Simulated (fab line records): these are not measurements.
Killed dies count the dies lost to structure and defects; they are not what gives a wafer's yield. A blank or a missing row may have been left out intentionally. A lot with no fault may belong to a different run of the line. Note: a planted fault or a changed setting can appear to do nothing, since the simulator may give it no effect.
fab line records + flow n5-finfet
[record]
- lots = 5
- wafers = 15
- last-day = 18
route steps=1938 shown HKMG_FIN@396 BEOL_M4@1111 PASSIVATION@1936
lots that met no fault: taken from a fault-free run of the same line
start-h: start of the lot's first displayed wafer, in hours after the record's first day + wait-h: hours elapsed since this lot's preceding step + " same as the row above + L1.1+2: a row that stands for several wafers + - no value, or no start was given + * or withheld: withheld + < > ~ a bound
route shown NAME@n: names a module that has steps shown in the file, with the first one's number in the route + usual: average and standard deviation across the fault-free wafers + same: alike in all rows + chamber/n: place in a boat + sites: the reading at each site + _std_site: how widely they spread, as a standard deviation + _edge_site: the outer-site mean with the inner-site mean subtracted + radius-mm: for every site, how far away it sits from the centre of the wafer + mask NAME#n: copy n + behind: the tool/chamber that last shaped the wafer + hold: cause of the lot's hold/its duration in hours/its outcome + device: whichever transistor did not switch (one of n, p or np) + end of line: the tests these same wafers got at the end of their route + where a step has no rows: the recipe by itself + killed: at the first sort, the dies lost to defects and structure; wafer yield is something else + map: a wafer's dies, x killed, . not, _ none there
set.NAME: the setting as run; set.NAME@STEP: as run at that earlier step + model.NAME: the simulator's own value behind a step, which no gauge read
certain route steps with their lots: each step a table, each wafer a row
services: a tool's chamber out of use, with start hour (start-h, from the record's first day; less than 0 if before it), hours out, and reason
[[steps]]
[step N5_HKMG_FIN_PEB_47]
[recipe]
- peb-temp-c = withheld
- peb-time-s = 60
- resist = CAR-ArF
[step N5_HKMG_FIN_DEVELOP_48]
[recipe]
- develop-time-s = 30
- developer = TMAH
- resist = CAR-ArF
- rinse-liquid = diw
- dry = air-spin
- dev-temp-c = 23
[step N5_HKMG_FIN_DESCUM_53]
[recipe]
- chemistry = O2
- time-s = 7.9
- source-power-w = 50
- bias-power-w = 20
- pressure-mtorr = 20
- rf-frequency-hz = 2.712e+07
- temp-c = 40
- resist = CAR-ArF
- o2-flow-sccm = 225
[step N5_HKMG_FIN_ETCH_54]
[recipe]
- chemistry = CF4
- target = SiARC
- target-depth-a = 455
- mask-material = CAR-ArF
- time-s = 75.8
- ion-energy-ev = 80
- pressure-mtorr = 40
- source-w = 545
- bias-w = 36
- Ar_flow_sccm = 100
- cf4-flow-sccm = 100
- ends = cleared
[step N5_HKMG_FIN_ETCH_55]
[recipe]
- chemistry = N2/H2
- target = SOC
- target-depth-a = 2400
- temp-c = 40
- time-s = 300
- ion-energy-ev = 200
- mask-material = SiARC
- pressure-mtorr = 30
- source-w = 840
- bias-w = 150
- n2-flow-sccm = 200
- h2-flow-sccm = 200
[step N5_HKMG_FIN_STRIP_56]
[recipe]
- chemistry = N2/H2
- temp-c = 40
- n2-flow-sccm = 200
- h2-flow-sccm = 200
- rf-frequency-hz = 6e+07
[step N5_HKMG_FIN_STRIP_57]
[recipe]
- chemistry = CF4
- resist = SiARC
- power-w = 300
- bias-power-w = 75
- pressure-mtorr = 50
- cf4-flow-sccm = 150
- rf-frequency-hz = 6e+07
[step N5_HKMG_FIN_ETCH_58]
[recipe]
- chemistry = N2/H2
- target = SOC
- target-depth-a = 2158
- ion-energy-ev = 50
- bias-w = 13
- time-s = 741
- pressure-mtorr = 30
- source-w = 875
- n2-flow-sccm = 200
- h2-flow-sccm = 200
[step N5_HKMG_FIN_STRIP_93]
[recipe]
- chemistry = N2/H2
- material = SOC
- time-s = 20
- power-w = 500
- temp-c = 40
- pressure-mtorr = 50
- rf-frequency-hz = 6e+07
- bias-power-w = 8
- h2-frac = 0.5
- n2-flow-sccm = 300
- h2-flow-sccm = 300
[step N5_HKMG_FIN_WET_ETCH_76]
[recipe]
- chemistry = dNH4OH
- mix = 1:50
- temp-c = 25
- target = Al2O3
- stop-on = La2O3
- target-depth-nm = 2.25
- dry = ipa-marangoni
- rinse-time-s = 30
- rinse-temp-c = 23
[usual]
- bath-heat-duty-pct = 6.3/0.76
- rinse-temp-c = 22.99/0.11
| lot.wafer | tool         | chamber | start-h | wait-h | bath-heat-duty-pct | rinse-temp-c |
|-----------|--------------|---------|---------|--------|--------------------|--------------|
| L418.1    | wet-bench-05 | 3       | 102.37  | 0.1    | -                  | -            |
| L418.4    | "            | 0       | "       | "      | -                  | -            |
| L418.5    | "            | 5       | "       | "      | -                  | -            |
| L419.2    | wet-bench-05 | 5       | 109.12  | 0.1    | -                  | -            |
| L419.5    | "            | 3       | "       | "      | -                  | -            |
| L419.6    | "            | 6       | "       | "      | -                  | -            |
| L420.3    | wet-bench-05 | 3       | 115.76  | 0.1    | -                  | -            |
| L420.4    | "            | 5       | "       | "      | -                  | -            |
| L420.5    | "            | 1       | "       | "      | -                  | -            |
| L433.2    | wet-bench-05 | 4       | 191.96  | 0.1    | 7.0                | 22.92        |
| L433.3    | "            | 5       | "       | "      | 4.9                | 22.91        |
| L433.6    | "            | 6       | "       | "      | 7.2                | 22.93        |
| L436.1    | wet-bench-03 | 4       | 216.04  | 0.1    | 5.9                | 23.07        |
| L436.3    | "            | 0       | "       | "      | 6.7                | 22.87        |
| L436.6    | "            | 7       | "       | "      | 6.3                | 23.05        |
[step N5_HKMG_FIN_STRIP_60]
[recipe]
- chemistry = N2/H2
- power-w = 2500
- temp-c = 300
- h2-frac = 0.65
- time-s = 360
- pressure-mtorr = withheld
- n2-flow-sccm = 1750
- h2-flow-sccm = 3250
[step N5_HKMG_FIN_WET_ETCH_77]
[recipe]
- chemistry = dHCl
- mix = 1:10000
- temp-c = 25
- target = La2O3
- stop-on = HfO2
- target-depth-nm = 2
[step N5_HKMG_FIN_WET_ETCH_78]
[recipe]
- chemistry = dNH4OH
- mix = 1:50
- temp-c = 25
- target = Al2O3
- stop-on = La2O3
- target-depth-nm = 4.5
- dry = ipa-marangoni
- rinse-time-s = 30
- rinse-temp-c = 23
[step N5_HKMG_FIN_ALD_79]
[recipe]
- material = TiN
- target-thk-a = 15
- temp-c = 400
- ald-precursor-family = TiCl4
- ald-co-reactant = NH3
- pulse-time-s = 1
- purge-time-s = 3
- co-reactant-purge-time-s = 2
- co-reactant-pulse-time-s = 2
- ald-cycles = 68
- pressure-torr = 3
[step N5_HKMG_FIN_CVD_62]
[recipe]
- material = a-Si
- target-thk-a = 30
- temp-c = 500
- precursor = Si2H6
- pressure-torr = 1
- time-s = 20.8
[step N5_HKMG_FIN_RTA_80]
[recipe]
- temp-c = withheld
- time-s = 2
- ambient = N2
- idle-temp-c = 600
- ramp-up-c-per-s = 150
- ramp-down-c-per-s = 60
- cool-to-c = 600
[step N5_HKMG_FIN_PRECLEAN_64]
[recipe]
- chemistry = dHF
- time-s = 30
- temp-c = 25
- dilution = withheld
[step N5_HKMG_FIN_WET_ETCH_65]
[recipe]
- chemistry = TMAH
- temp-c = 70
- conc-wt-pct = 5
- target = a-Si
- stop-on = TiN
- time-s = 49
- target-depth-nm = 3
[step N5_HKMG_FIN_WET_ETCH_81]
[recipe]
- chemistry = SC1
- target = TiN
- stop-on = HfO2
- mix = 1:1:5
- temp-c = 60
- time-s = 57
- target-depth-nm = 6
[step N5_HKMG_FIN_WET_ETCH_82]
[recipe]
- chemistry = dHCl
- mix = 1:10000
- temp-c = 25
- target = La2O3
- stop-on = HfO2
- target-depth-nm = 2
- dry = ipa-marangoni
- rinse-time-s = 30
- rinse-temp-c = 23
[step N5_HKMG_FIN_ALD_36]
[recipe]
- material = TiN
- target-thk-a = 10
- temp-c = 400
- ald-precursor-family = TiCl4
- ald-co-reactant = NH3
- pulse-time-s = 1
- purge-time-s = 3
- co-reactant-purge-time-s = 2
- co-reactant-pulse-time-s = 2
- ald-cycles = 47
- pressure-torr = 3
[step N5_HKMG_FIN_PWFM_ALD_03]
[recipe]
- material = TiN
- target-thk-a = 20
- temp-c = 400
- ald-precursor-family = TiCl4
- ald-co-reactant = NH3
- pulse-time-s = 1
- purge-time-s = 3
- co-reactant-purge-time-s = 2
- co-reactant-pulse-time-s = 2
- ald-cycles = 91
- pressure-torr = 3
[step N5_HKMG_FIN_COAT_29]
[recipe]
- resist = SOC
- temp-c = 250
- time-s = 60
- spin-rpm = 1500
- resist-thk-nm = 300
[step N5_HKMG_FIN_COAT_30]
[recipe]
- resist = SiARC
- temp-c = 220
- time-s = 60
- spin-rpm = 1500
- resist-thk-nm = 35
[step N5_HKMG_FIN_COAT_06]
[recipe]
- resist = CAR-ArF
- spin-rpm = 1500
- resist-thk-nm = 90
[step N5_HKMG_FIN_EBR_08]
[recipe]
- solvent = PGMEA
- ebr-width-mm = 1.5
[step N5_HKMG_FIN_SOFTBAKE_07]
[recipe]
- temp-c = 110
- time-s = 60
- resist = CAR-ArF
[step N5_HKMG_FIN_EXPOSE_09]
[recipe]
- mask-id = NWFM
- na = 1.35
- source-shape = conventional
- sigma-outer = 0.8
- polarization = unpolarized
- dose-mj = 39.25
[step N5_HKMG_FIN_PEB_10]
[recipe]
- peb-temp-c = withheld
- peb-time-s = 60
- resist = CAR-ArF
[step N5_HKMG_FIN_DEVELOP_11]
[recipe]
- develop-time-s = 30
- developer = TMAH
- resist = CAR-ArF
- dev-temp-c = 23
- rinse-liquid = diw
- dry = air-spin
[step N5_HKMG_FIN_DESCUM_17]
[recipe]
- chemistry = O2
- time-s = 7.9
- source-power-w = 50
- bias-power-w = 20
- pressure-mtorr = 20
- rf-frequency-hz = 2.712e+07
- temp-c = 40
- resist = CAR-ArF
- o2-flow-sccm = 225
[step N5_HKMG_FIN_ETCH_31]
[recipe]
- chemistry = CF4
- target = SiARC
- target-depth-a = 455
- mask-material = CAR-ArF
- time-s = 75.8
- ion-energy-ev = 80
- pressure-mtorr = 40
- source-w = 545
- bias-w = 36
- Ar_flow_sccm = 100
- cf4-flow-sccm = 100
- ends = cleared
[step N5_HKMG_FIN_ETCH_32]
[recipe]
- chemistry = N2/H2
- target = SOC
- target-depth-a = 2400
- temp-c = 40
- time-s = 300
- ion-energy-ev = 200
- mask-material = SiARC
- pressure-mtorr = 30
- source-w = 840
- bias-w = 150
- n2-flow-sccm = 200
- h2-flow-sccm = 200
[step N5_HKMG_FIN_STRIP_33]
[recipe]
- chemistry = N2/H2
- temp-c = 40
- n2-flow-sccm = 200
- h2-flow-sccm = 200
- rf-frequency-hz = 6e+07
[step N5_HKMG_FIN_STRIP_34]
[recipe]
- chemistry = CF4
- resist = SiARC
- power-w = 300
- bias-power-w = 75
- pressure-mtorr = 50
- cf4-flow-sccm = 150
- rf-frequency-hz = 6e+07
[step N5_BEOL_M4_RC_MEAS_101]
[usual]
- DIBL_N = 36.4/1.4
- DIBL_P = 36.3/1.8
- IOFF_N = 0.163/0.024
- IOFF_N_85C = 3.2/0.4
- IOFF_N_LIN = 0.075/0.0093
- IOFF_N_LONG = 5.66e-05/2.1e-06
- IOFF_P = 0.21/0.034
- ION_N = 673/11
- ION_P = 461/7.4
- SS_N = 71.6/0.52
- SS_P = 73.3/0.58
- VT_N = 249.4/2.5
- VT_N_LONG = 274.6/2.1
- VT_P = -250/3.5
- VT_P_LVT = -98.3/2.7
| lot.wafer | tool      | chamber | start-h | wait-h | DIBL_N[mV/V] | DIBL_P[mV/V] | IOFF_N[nA/um] | IOFF_N_85C[nA/um] | IOFF_N_LIN[nA/um] | IOFF_N_LONG[nA/um] | IOFF_P[nA/um] | ION_N[uA/um] | ION_P[uA/um] | SS_N[mV/dec] | SS_P[mV/dec] | VT_N[mV] | VT_N_LONG[mV] | VT_P[mV] | VT_P_LVT[mV] |
|-----------|-----------|---------|---------|--------|--------------|--------------|---------------|-------------------|-------------------|--------------------|---------------|--------------|--------------|--------------|--------------|----------|---------------|----------|--------------|
| L419.2    | prober-01 | 0       | 199.24  | 0.2    | 37.7         | 37.1         | 31.956        | 266.3             | 14.151            | 0.010253           | 0.25          | 954          | 464          | 71.9         | 73.7         | 99.5     | 126.0         | -245     | -245.2       |
| L419.5    | "         | 0       | "       | "      | 38.9         | 37.6         | 36.003        | 289.6             | 15.541            | 0.010063           | 0.28          | 962          | 470          | 72.0         | 73.3         | 98.6     | 124.9         | -243     | -242.6       |
| L419.6    | "         | 0       | "       | "      | 35.7         | 33.9         | 25.444        | 218.0             | 11.799            | 0.010343           | 0.19          | 941          | 456          | 71.1         | 72.2         | 102.4    | 124.5         | -252     | -251.5       |
| L418.1    | prober-01 | 0       | 201.62  | 0.0    | 35.6         | 36.3         | 33.522        | 271.6             | 15.540            | 0.010377           | 0.20          | 960          | 457          | 71.3         | 73.8         | 98.1     | 124.7         | -252     | -253.3       |
| L418.4    | "         | 0       | "       | "      | 35.8         | 36.3         | 33.175        | 273.8             | 15.270            | 0.01022            | 0.20          | 947          | 457          | 71.5         | 73.7         | 98.5     | 125.3         | -252     | -251.5       |
| L418.5    | "         | 0       | "       | "      | 36.4         | 37.0         | 34.835        | 282.5             | 15.816            | 0.010225           | 0.22          | 949          | 455          | 72.2         | 73.6         | 98.1     | 123.9         | -251     | -249.6       |
| L420.3    | prober-01 | 0       | 209.68  | 0.3    | 35.9         | 37.3         | 34.909        | 281.0             | 15.658            | 0.009689           | 0.23          | 964          | 460          | 71.6         | 73.3         | 97.8     | 125.1         | -249     | -248.5       |
| L420.4    | "         | 0       | "       | "      | 34.4         | 35.1         | 29.144        | 239.5             | 13.372            | 0.0099971          | 0.18          | 951          | 459          | 72.3         | 72.9         | 99.8     | 124.1         | -252     | -253.0       |
| L420.5    | "         | 0       | "       | "      | 34.8         | 35.1         | 29.042        | 240.3             | 13.313            | 0.0099582          | 0.18          | 933          | 452          | 72.1         | 73.4         | 101.0    | 125.2         | -253     | -252.4       |
| L433.2    | prober-01 | 0       | 286.57  | 0.2    | 37.4         | 37.1         | 0.166         | 3.2               | 0.077             | 5.52e-05           | 0.23          | 674          | 464          | 72.2         | 73.5         | 248.7    | 274.3         | -248     | -99.3        |
| L433.3    | "         | 0       | "       | "      | 38.9         | 38.8         | 0.193         | 3.6               | 0.087             | 5.42e-05           | 0.27          | 688          | 467          | 71.9         | 73.6         | 249.4    | 275.7         | -247     | -96.1        |
| L433.6    | "         | 0       | "       | "      | 39.5         | 39.1         | 0.201         | 3.8               | 0.090             | 5.45e-05           | 0.27          | 686          | 471          | 72.2         | 74.1         | 247.1    | 274.6         | -244     | -97.4        |
| L436.1    | prober-01 | 0       | 305.94  | 0.0    | 40.2         | 38.5         | 0.211         | 3.9               | 0.094             | 6.02e-05           | 0.29          | 689          | 475          | 72.2         | 73.4         | 247.9    | 273.1         | -243     | -92.9        |
| L436.3    | "         | 0       | "       | "      | 39.1         | 37.0         | 0.180         | 3.4               | 0.078             | 5.79e-05           | 0.26          | 666          | 461          | 72.6         | 73.1         | 249.2    | 274.5         | -245     | -93.5        |
| L436.6    | "         | 0       | "       | "      | 40.0         | 37.8         | 0.204         | 3.8               | 0.090             | 5.91e-05           | 0.29          | 683          | 471          | 72.2         | 74.0         | 246.8    | 273.1         | -245     | -93.1        |
[step N5_PASSIVATION_PROBE_49]
[usual]
- defect-limited-yield = 91.4/1.6
- killed_at_M0_to_M3 = 34/12
- killed_at_M4_up = 13/5.2
- killed-at-contacts = 11/5.5
- killed-at-front-end = 40/13
- killed-at-other = 3.4/2.7
- killed-dies = 102/19
- killed-on-rim = 13/4.3
- killed-open = 66/15
- killed-short = 33/7.9
- sort_bin_4_leakage = 0/0
- sort_bin_5_function = 5.1/1.1
- sort_bin_6_memory = 3.2/0.7
- sort-n-pass = 1078/19
- sort-yield-pct = 91.4/1.6
[same]
- gross-dies = 1180
- killed-at-back-side = 0
- sort_bin_8_speed[%] = 0
| lot.wafer | tool      | chamber | start-h | wait-h | defect-limited-yield[%] | killed_at_M0_to_M3 | killed_at_M4_up | killed-at-contacts | killed-at-front-end | killed-at-other | killed-dies | killed-on-rim | killed-open | killed-short | sort_bin_4_leakage[%] | sort_bin_5_function[%] | sort_bin_6_memory[%] | sort-n-pass | sort-yield-pct[%] |
|-----------|-----------|---------|---------|--------|-------------------------|--------------------|-----------------|--------------------|---------------------|-----------------|-------------|---------------|-------------|--------------|-----------------------|------------------------|----------------------|-------------|-------------------|
| L418.1    | prober-01 | -       | 302.33  | 0.0    | 92.1                    | 27                 | 15              | 7                  | 39                  | 5               | 93          | 8             | 53          | 40           | 92.12                 | 4.9                    | 2.7                  | 0           | 0                 |
| L418.4    | prober-01 | -       | 302.48  | 0.2    | 91.8                    | 31                 | 14              | 3                  | 48                  | 1               | 97          | 11            | 60          | 36           | 91.78                 | 4.9                    | 2.9                  | 0           | 0                 |
| L418.5    | prober-01 | -       | 302.53  | 0.2    | 93.1                    | 22                 | 13              | 5                  | 40                  | 1               | 81          | 10            | 55          | 24           | 93.14                 | 4.4                    | 2.1                  | 0           | 0                 |
| L419.2    | prober-01 | -       | 310.83  | 0.1    | 87.8                    | 57                 | 16              | 5                  | 62                  | 4               | 144         | 20            | 103         | 41           | 87.80                 | 7.9                    | 4.2                  | 0           | 0                 |
| L419.5    | prober-01 | -       | 310.98  | 0.2    | 92.4                    | 31                 | 16              | 5                  | 37                  | 1               | 90          | 11            | 61          | 29           | 92.37                 | 5.1                    | 2.3                  | 0           | 0                 |
| L419.6    | prober-01 | -       | 311.03  | 0.3    | 92.8                    | 31                 | 17              | 9                  | 25                  | 3               | 85          | 11            | 65          | 20           | 92.80                 | 4.3                    | 2.8                  | 0           | 0                 |
| L420.3    | prober-01 | -       | 320.04  | 0.1    | 91.2                    | 30                 | 13              | 5                  | 54                  | 2               | 104         | 11            | 64          | 35           | 91.19                 | 5.3                    | 3.1                  | 0           | 0                 |
| L420.4    | prober-01 | -       | 320.09  | 0.2    | 90.7                    | 47                 | 13              | 10                 | 40                  | 0               | 110         | 12            | 68          | 37           | 90.68                 | 6.2                    | 3.1                  | 0           | 0                 |
| L420.5    | prober-01 | -       | 320.14  | 0.2    | 92.3                    | 29                 | 13              | 1                  | 46                  | 2               | 91          | 11            | 58          | 30           | 92.29                 | 5.2                    | 2.2                  | 0           | 0                 |
| L433.2    | prober-01 | -       | 400.66  | 0.1    | 90.2                    | 32                 | 10              | 18                 | 52                  | 4               | 116         | 15            | 81          | 35           | 0                     | 5.3                    | 4.2                  | 1064        | 90.2              |
| L433.3    | prober-01 | -       | 400.71  | 0.1    | 93.4                    | 32                 | 8               | 4                  | 34                  | 0               | 78          | 14            | 52          | 24           | 0                     | 4.1                    | 2.2                  | 1102        | 93.4              |
| L433.6    | prober-01 | -       | 400.86  | 0.3    | 93.1                    | 27                 | 4               | 11                 | 39                  | 1               | 82          | 9             | 58          | 24           | 0                     | 4.0                    | 2.8                  | 1098        | 93.1              |
| L436.1    | prober-01 | -       | 431.08  | 0.0    | 91.8                    | 37                 | 14              | 13                 | 27                  | 6               | 97          | 9             | 51          | 44           | 0                     | 4.5                    | 3.1                  | 1083        | 91.8              |
| L436.3    | prober-01 | -       | 431.18  | 0.1    | 90.3                    | 41                 | 21              | 7                  | 38                  | 8               | 115         | 15            | 78          | 36           | 0                     | 5.7                    | 3.8                  | 1065        | 90.3              |
| L436.6    | prober-01 | -       | 431.33  | 0.3    | 91.8                    | 39                 | 13              | 14                 | 29                  | 2               | 97          | 12            | 58          | 36           | 0                     | 4.7                    | 3.1                  | 1083        | 91.8              |
// killed by level:class
L418.1 BEOL_M0_SAQP:geometric-particle:short=14 FIN_SAQP:geometric-particle:open=9 FIN_SAQP:geometric-particle:short=9 BEOL_M0_SAQP:geometric-particle:open=7 BEOL_M4:geometric-particle:open=7 STI_FIN_REVEAL:geometric-particle:open=6 GATE_CUT:geometric-particle:short=5 MOL_CONTACT_COAG:geometric-particle:open=5
L418.4 FIN_SAQP:geometric-particle:open=17 BEOL_M2:geometric-particle:open=10 BEOL_M0_SAQP:geometric-particle:short=9 FIN_SAQP:geometric-particle:short=8 BEOL_M4:geometric-particle:open=8 STI_FIN_REVEAL:geometric-particle:open=5 DUMMY_GATE:geometric-particle:short=4 BEOL_M0_SAQP:geometric-particle:open=4
L418.5 STI_FIN_REVEAL:geometric-particle:open=12 FIN_SAQP:geometric-particle:open=6 MOL_CONTACT_COAG:geometric-particle:open=5 BEOL_M0_SAQP:geometric-particle:open=5 BEOL_M3:geometric-particle:open=5 BEOL_M4:geometric-particle:open=5 FIN_SAQP:geometric-particle:short=4 BEOL_M2:geometric-particle:open=4
L419.2 BEOL_M0_SAQP:geometric-particle:open=23 FIN_SAQP:geometric-particle:open=16 FIN_SAQP:geometric-particle:short=14 BEOL_M4:geometric-particle:open=12 BEOL_M0_SAQP:geometric-particle:short=10 DUMMY_GATE:geometric-particle:open=7 BEOL_M1:geometric-particle:open=7 STI_FIN_REVEAL:geometric-particle:open=6
L419.5 BEOL_M4:geometric-particle:open=14 BEOL_M3:geometric-particle:open=10 FIN_SAQP:geometric-particle:open=9 FIN_SAQP:geometric-particle:short=8 STARTING-WAFER:geometric-particle:short=6 BEOL_M2:geometric-particle:open=5 STI_FIN_REVEAL:geometric-particle:open=4 MOL_CONTACT_COAG:geometric-particle:open=4
L419.6 BEOL_M3:geometric-particle:open=12 FIN_SAQP:geometric-particle:open=7 MOL_CONTACT_COAG:geometric-particle:open=7 BEOL_M4:geometric-particle:open=7 BEOL_M0_SAQP:geometric-particle:open=6 BEOL_M2:geometric-particle:open=5 FIN_SAQP:geometric-particle:short=4 BEOL_M0_SAQP:geometric-particle:short=4
L420.3 GATE_CUT:geometric-particle:short=10 BEOL_M0_SAQP:geometric-particle:short=10 FIN_SAQP:geometric-particle:short=7 DUMMY_GATE:geometric-particle:open=7 BEOL_M0_SAQP:geometric-particle:open=7 BEOL_M1:geometric-particle:open=7 STI_FIN_REVEAL:geometric-particle:open=6 ILD0:geometric-particle:open=5
L420.4 BEOL_M0_SAQP:geometric-particle:short=16 BEOL_M0_SAQP:geometric-particle:open=10 BEOL_M1:geometric-particle:open=10 MOL_CONTACT_COAG:geometric-particle:open=9 FIN_SAQP:geometric-particle:short=7 DUMMY_GATE:geometric-particle:open=7 GATE_CUT:geometric-particle:open=7 BEOL_M13:coat-microbubble-printed=5
L420.5 BEOL_M1:geometric-particle:open=11 DUMMY_GATE:geometric-particle:open=9 STARTING-WAFER:geometric-particle:open=7 FIN_SAQP:geometric-particle:short=6 BEOL_M0_SAQP:geometric-particle:open=6 STI_FIN_REVEAL:geometric-particle:open=5 BEOL_M0_SAQP:geometric-particle:short=5 STI_FIN_REVEAL:geometric-particle:short=4
L433.2 FIN_SAQP:geometric-particle:open=16 FIN_SAQP:geometric-particle:short=15 MOL_CONTACT_COAG:geometric-particle:open=14 BEOL_M2:geometric-particle:open=11 STI_FIN_REVEAL:geometric-particle:open=8 BEOL_M0_SAQP:geometric-particle:short=7 GATE_CUT:geometric-particle:open=5 BEOL_M0_SAQP:geometric-particle:open=5
L433.3 BEOL_M2:geometric-particle:open=12 FIN_SAQP:geometric-particle:short=9 BEOL_M1:geometric-particle:open=9 FIN_SAQP:geometric-particle:open=8 STI_FIN_REVEAL:geometric-particle:open=6 BEOL_M3:geometric-particle:open=4 STI_FIN_REVEAL:geometric-particle:short=3 MOL_CONTACT_COAG:geometric-particle:open=3
L433.6 STI_FIN_REVEAL:geometric-particle:open=9 MOL_CONTACT_COAG:geometric-particle:open=9 DUMMY_GATE:geometric-particle:open=8 BEOL_M2:geometric-particle:open=6 BEOL_M1:geometric-particle:open=5 FIN_SAQP:geometric-particle:short=4 FIN_SAQP:geometric-particle:open=4 BEOL_M0_SAQP:geometric-particle:open=4
L436.1 BEOL_M0_SAQP:geometric-particle:short=10 BEOL_M0_SAQP:geometric-particle:open=10 MOL_CONTACT_COAG:geometric-particle:open=9 FIN_SAQP:geometric-particle:short=8 BEOL_M3:geometric-particle:open=7 FIN_SAQP:geometric-particle:open=5 ILD0:geometric-particle:short=4 MOL_CONTACT_COAG:geometric-particle:short=4
L436.3 BEOL_M0_SAQP:geometric-particle:open=16 BEOL_M0_SAQP:geometric-particle:short=11 STI_FIN_REVEAL:geometric-particle:open=10 MOL_CONTACT_COAG:geometric-particle:open=7 BEOL_M4:geometric-particle:open=7 GATE_CUT:geometric-particle:short=6 BEOL_M2:geometric-particle:open=5 FIN_SAQP:geometric-particle:short=4
L436.6 BEOL_M0_SAQP:geometric-particle:open=14 MOL_CONTACT_COAG:geometric-particle:open=10 BEOL_M0_SAQP:geometric-particle:short=10 GATE_CUT:geometric-particle:short=8 BEOL_M3:geometric-particle:open=7 MOL_CONTACT_COAG:geometric-particle:short=4 DUMMY_GATE:geometric-particle:open=3 ILD0:geometric-particle:short=3
// map L418.4 (x killed, . not)
_________________............________________
______________........x........._____________
___________.................x......__________
__________.x........x......x....x..._________
________......x............x.........._______
_______.x................x.............______
______...x..............x..........x...._____
_____...x.....x.x.........x...x.........x____
____..x............x.......x..x...........___
___..........x...........................x.__
___x...x....x.x.x..x..................xx...__
__..........x..........x......x...x........._
__....................................x....._
_.....x.........xx..........................x
_.....................................x.x....
_....x.................x.....................
_....x...x..........x...........x............
_......x...........x.....x..x...x...x........
_.................x...x......................
_.............................xx.............
_.............x.x............................
__......x...........x..........x........x..._
__.......x...x....x..........xx............._
___.x.....................................x__
___x........x.......x......x.........x.....__
____..........x......................x....___
_____.........x............x..x..........____
______.....x...xx..x...................._____
_______..............x..x........x.....______
________.............................._______
__________..x...x........x.x........_________
___________..x..................x..__________
______________.................._____________
_________________........x...________________
// map L419.2 (x killed, . not)
_________________......x.....________________
______________.x....x..x........_____________
___________.........x..............__________
__________......x.....xx....x.x....._________
________....................x........._______
_______.....xx.............x.x.........______
______..................x.....x........._____
_____..........x................x..x.....____
____........x..x............xx...x...x....___
___..x......x....x....x....x........xx.x...__
___.......x............................x...__
__x.x........x.......x...................x.._
__......x....x..x..x.............x.........._
_...............x.....xx...x........x.....x.x
_.....x..................x.x..x.x...........x
_x..x.....x..............x...xx....x.........
_...x.x.x.x..................x.x.x...........
_........x...........xx..x.x.................
_x.....x.........................x.......x.x.
_...x.....x.....x......x...x...............x.
_x...........................................
__....x...x.x............................x.x_
__....x....x......x...x.x...x..x........x..._
___....x...................x...........x...__
___.............x.................x....x...__
____.......x..........x.............x...xx___
_____......x......................x......____
______...xx.x.......x..................x_____
_______...................x.x..x.x.....______
________..x.................x........._______
__________.x..x...x...xxx..........._________
___________....xx.........x.x......__________
______________x......x......xx.._____________
_________________x....x.....x________________
[[services]]
| tool         | chamber | start-h | hours | kind |
|--------------|---------|---------|-------|------|
| wet-bench-05 | -       | 126.76  | 1.9   | pm   |
[[key]]
[first-sign]
- step = N5_HKMG_FIN_WET_ETCH_76
- reading = tool-record
- direction = missing
[effect]
- step = N5_BEOL_M4_RC_MEAS_101
- reading = IOFF_N_LONG
- direction = up
- sigmas = 99+
- usual = 5.66e-05
- struck = 0.010125
[effect]
- step = N5_BEOL_M4_RC_MEAS_101
- reading = IOFF_N_LIN
- direction = up
- sigmas = 99+
- usual = 0.075
- struck = 14.495
[effect]
- step = N5_BEOL_M4_RC_MEAS_101
- reading = IOFF_N
- direction = up
- sigmas = 99+
- usual = 0.163
- struck = 32.003
[effect]
- step = N5_BEOL_M4_RC_MEAS_101
- reading = IOFF_N_85C
- direction = up
- sigmas = 99+
- usual = 3.2
- struck = 262.5
[effect]
- step = N5_BEOL_M4_RC_MEAS_101
- reading = VT_N_LONG
- direction = down
- sigmas = 71
- usual = 274.6
- struck = 124.9
[effect]
- step = N5_BEOL_M4_RC_MEAS_101
- reading = VT_N
- direction = down
- sigmas = 59
- usual = 249.4
- struck = 99.3
[effect]
- step = N5_BEOL_M4_RC_MEAS_101
- reading = VT_P_LVT
- direction = down
- sigmas = 55
- usual = -98.3
- struck = -249.7
[effect]
- step = N5_BEOL_M4_RC_MEAS_101
- reading = ION_N
- direction = up
- sigmas = 25
- usual = 673
- struck = 951
[effect]
- step = N5_PASSIVATION_PROBE_49
- reading = sort_bin_4_leakage
- direction = up
- sigmas = 99+
- usual = 0
- struck = 91.57
met-at N5_HKMG_FIN_WET_ETCH_76
struck-wafers L418.1,L418.4,L418.5,L419.2,L419.5,L419.6,L420.3,L420.4,L420.5
[fault]
- kind = skipped-step-whole
- tool = wet-bench-05
- chamber = -
- onset-h = 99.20
- steps = N5_HKMG_FIN_WET_ETCH_76
- scope = struck-lots-only
